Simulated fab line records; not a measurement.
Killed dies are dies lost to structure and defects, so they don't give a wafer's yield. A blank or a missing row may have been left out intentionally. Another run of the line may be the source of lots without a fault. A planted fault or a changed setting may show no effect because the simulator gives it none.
Matching of chambers + flow n5_finfet + N5_HKMG_FIN_NWFM_ALD_20 on ald_metal-02 has 4 sister chambers
The step deposits TiAlC, target thk 2 nm, pulse time 3 s, purge time 2 s. 4 wafers are shown with their chamber, then 8 later ones without.

WAFERS WITH THEIR CHAMBER
| wafer  | chamber | heater_power_w (W) |
|--------|---------|--------------------|
| L088.3 | 2       | 560                |
| L088.4 | 1       | 362                |
| L088.5 | 0       | 553                |
| L090.1 | 3       | 377                |

WAFERS WHOSE CHAMBER IS MISSING
| wafer  | heater_power_w (W) |
|--------|--------------------|
| L090.2 | 369                |
| L090.3 | 573                |
| L095.1 | 562                |
| L095.4 | 369                |
| L095.6 | 547                |
| L096.1 | 563                |
| L096.4 | 572                |
| L096.6 | 572                |

EACH ONE'S CHAMBER
| wafer  | from the rows above     | in truth |
|--------|-------------------------|----------|
| L090.2 | can't be placed: 1 or 3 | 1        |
| L090.3 | can't be placed: 2 or 0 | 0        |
| L095.1 | can't be placed: 2 or 0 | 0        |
| L095.4 | can't be placed: 1 or 3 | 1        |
| L095.6 | can't be placed: 0 or 2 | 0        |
| L096.1 | can't be placed: 2 or 0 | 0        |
| L096.4 | can't be placed: 2 or 0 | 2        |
| L096.6 | can't be placed: 2 or 0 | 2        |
Correct placement for 0 of the 8. From these rows, 8 cannot be placed; in 8 the true chamber is one of the candidates. Number placed wrongly: 0.
How it was worked out, from the rows above alone: a wafer's distance from a chamber is the root of the sum, over the readings, of the square of ((its reading less the chamber's mean) divided by the reading's scatter). If the next closest chamber is less than 2 further off than the closest, the wafer can't be placed; otherwise it belongs to the closest. The mean given for a chamber averages the wafers shown for that chamber. The scatter: with one shown wafer a chamber, the root of the mean of the squares of how far each hidden wafer lies from its nearest shown one.
